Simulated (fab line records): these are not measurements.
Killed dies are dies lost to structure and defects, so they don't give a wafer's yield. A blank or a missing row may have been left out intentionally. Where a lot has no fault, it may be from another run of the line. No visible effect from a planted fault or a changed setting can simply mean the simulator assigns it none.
Which tool was responsible? / flow n5 finfet / 11 lots, 33 wafers sampled, at 1 step of a route of 1938

## WHAT THE GAUGES READ, wafer by wafer
N5_BEOL_M12_THK_MEAS_50: measures by xrf.
lot=L748; measured=day 11 01:12; on=film metro-02; M12_THK (nm)=328 324 308
lot=L749; measured=day 11 16:46; on=film metro-02; M12_THK (nm)=319 324 322
lot=L750; measured=day 11 21:02; on=film metro-01; M12_THK (nm)=316 317 318
lot=L752; measured=day 12 04:55; on=film metro-02; M12_THK (nm)=311 325 319
lot=L754; measured=day 13 04:37; on=film metro-01; M12_THK (nm)=318 319 322
lot=L758; measured=day 14 00:40; on=film metro-02; M12_THK (nm)=316 328 328
lot=L763; measured=day 15 11:21; on=film metro-01; M12_THK (nm)=319 322 324
lot=L762; measured=day 15 12:16; on=film metro-02; M12_THK (nm)=312 326 322
lot=L765; measured=day 15 22:39; on=film metro-01; M12_THK (nm)=306 318 316
lot=L766; measured=day 16 15:40; on=film metro-02; M12_THK (nm)=330 329 324
lot=L768; measured=day 17 02:50; on=film metro-01; M12_THK (nm)=323 313 320

## EACH LOT AND THE TOOL THAT RAN IT (in order: tool; ch and the chambers of the sampled wafers; start)
No process step before these readings appears in the record.

## AS READ BY THE TOOLS THEMSELVES (means over the sampled wafers that have a number; for cases with no such wafer, the mark the record gives instead)
The record holds no such reading with a usual standard deviation.

## THE ANSWER, worked out from the rows above alone
Rule: the usual values come from the lots themselves. Put in order of their means at a reading, lots are off if they are a third of the lots or fewer, leave a main group of 4 or more, and stand apart from it by a gap of 3 or more times the standard deviation of the main group's means; of several such gaps the widest counts. A main group is skipped when, at the precision printed for the reading in the tables above, its means are all equal. A lot without any number at a reading at which 4 lots or more have one is off too. All remaining lots with rows at the step are treated as sound. After the gauges, taken in route order, come the tools' own readings; for these a lot's mean is taken, as printed above. At the first step where some lot is off, the reading lying furthest off is the one used; lots without a number count as furthest.
No lot is off on any of the readings shown, so nothing can be concluded from this.

## WHAT HAD BEEN PUT IN BY THE SIMULATOR
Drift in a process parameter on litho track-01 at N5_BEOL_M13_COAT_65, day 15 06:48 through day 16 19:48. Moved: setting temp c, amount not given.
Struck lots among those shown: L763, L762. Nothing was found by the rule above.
